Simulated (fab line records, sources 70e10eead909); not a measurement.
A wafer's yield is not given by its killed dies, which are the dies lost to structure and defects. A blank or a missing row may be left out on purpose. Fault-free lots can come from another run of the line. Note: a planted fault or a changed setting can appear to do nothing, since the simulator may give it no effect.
Chamber matching || flow nandHarc || NHARC_A_SLIT_ETCH_29 on rieDiel-06: 4 sister chambers
The step etches the open film in CF4/O2, target depth 100 nm, overetch 10 nm, time 55 s. 4 wafers are shown with their chamber, then 10 later ones without.

== WAFERS WITH THEIR CHAMBER ==
{"wafer": "L083.1", "chamber": 2, "drypumpMotorCurrentA (A)": 6.3}
{"wafer": "L083.2", "chamber": 1, "drypumpMotorCurrentA (A)": 5.8}
{"wafer": "L089.1", "chamber": 3, "drypumpMotorCurrentA (A)": 4.9}
{"wafer": "L089.2", "chamber": 0, "drypumpMotorCurrentA (A)": 6.1}

== WAFERS WITHOUT THEIR CHAMBER ==
{"wafer": "L089.6", "drypumpMotorCurrentA (A)": 4.9}
{"wafer": "L093.1", "drypumpMotorCurrentA (A)": 4.9}
{"wafer": "L093.3", "drypumpMotorCurrentA (A)": 5.8}
{"wafer": "L093.4", "drypumpMotorCurrentA (A)": 6.1}
{"wafer": "L094.1", "drypumpMotorCurrentA (A)": 5.8}
{"wafer": "L094.3", "drypumpMotorCurrentA (A)": 6.1}
{"wafer": "L094.6", "drypumpMotorCurrentA (A)": 6.4}
{"wafer": "L097.2", "drypumpMotorCurrentA (A)": 5.8}
{"wafer": "L097.3", "drypumpMotorCurrentA (A)": 4.9}
{"wafer": "L097.4", "drypumpMotorCurrentA (A)": 6.1}

== THE CHAMBER EACH PASSED THROUGH ==
{"wafer": "L089.6", "from the rows above": 3, "in truth": 3}
{"wafer": "L093.1", "from the rows above": 3, "in truth": 3}
{"wafer": "L093.3", "from the rows above": 1, "in truth": 1}
{"wafer": "L093.4", "from the rows above": 0, "in truth": 0}
{"wafer": "L094.1", "from the rows above": 1, "in truth": 1}
{"wafer": "L094.3", "from the rows above": 0, "in truth": 0}
{"wafer": "L094.6", "from the rows above": 2, "in truth": 2}
{"wafer": "L097.2", "from the rows above": 1, "in truth": 1}
{"wafer": "L097.3", "from the rows above": 3, "in truth": 3}
{"wafer": "L097.4", "from the rows above": 0, "in truth": 0}
Correctly placed: 10 of 10. Can't be placed from these rows: 0. Placed wrongly: 0.
How it was worked out, from the rows above alone: a wafer's distance from a chamber is the root of the sum, over the readings, of the square of ((its reading less the chamber's mean) divided by the reading's scatter). If the next closest chamber is less than 2 further off than the closest, the wafer can't be placed; otherwise it belongs to the closest. A chamber's mean is the mean of its shown wafers. The scatter: with one shown wafer a chamber, the root of the mean of the squares of how far each hidden wafer lies from its nearest shown one.
